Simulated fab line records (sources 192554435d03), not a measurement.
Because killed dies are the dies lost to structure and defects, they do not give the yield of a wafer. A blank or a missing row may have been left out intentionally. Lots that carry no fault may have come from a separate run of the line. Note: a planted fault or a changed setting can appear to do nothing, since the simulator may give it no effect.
Chamber matching | flow n5Finfet | N5_BEOL_M9_DESCUM_16 on rieDiel-01: 4 sister chambers
The step chemistry O2, time 7.9 s. 4 wafers are shown with their chamber, then 10 later ones without.

WAFERS WITH THEIR CHAMBER
wafer  | chamber | showerheadPlenumPTorr (Torr)
L086.5 | 1       | 2.23
L086.6 | 2       | 2.11
L087.2 | 0       | 2.04
L087.4 | 3       | 2.12

WAFERS WITHOUT THEIR CHAMBER
wafer  | showerheadPlenumPTorr (Torr)
L087.6 | 2.12
L091.1 | 2.03
L091.2 | 2.12
L091.3 | 2.22
L094.1 | 2.22
L094.5 | 2.10
L094.6 | 2.11
L093.1 | 2.10
L093.4 | 2.03
L093.5 | 2.11

EACH ONE'S CHAMBER
wafer  | from the rows above     | in truth
L087.6 | can't be placed: 3 or 2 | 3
L091.1 | 0                       | 0
L091.2 | can't be placed: 3 or 2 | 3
L091.3 | 1                       | 1
L094.1 | 1                       | 1
L094.5 | can't be placed: 2 or 3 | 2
L094.6 | can't be placed: 2 or 3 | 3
L093.1 | can't be placed: 2 or 3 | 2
L093.4 | 0                       | 0
L093.5 | can't be placed: 2 or 3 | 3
4 of 10 placed correctly. Cannot be placed on the basis of these rows: 6; the candidates contain the true chamber in 6. Wrongly placed: 0.
How it was worked out, from the rows above alone: a wafer's distance from a chamber is the root of the sum, over the readings, of the square of ((its reading less the chamber's mean) divided by the reading's scatter). The wafer belongs to the nearest chamber; if the next one is less than 2 further off, it can't be placed. For every chamber, the mean is computed from those of its wafers that are shown. The scatter: with one shown wafer a chamber, the root of the mean of the squares of how far each hidden wafer lies from its nearest shown one.
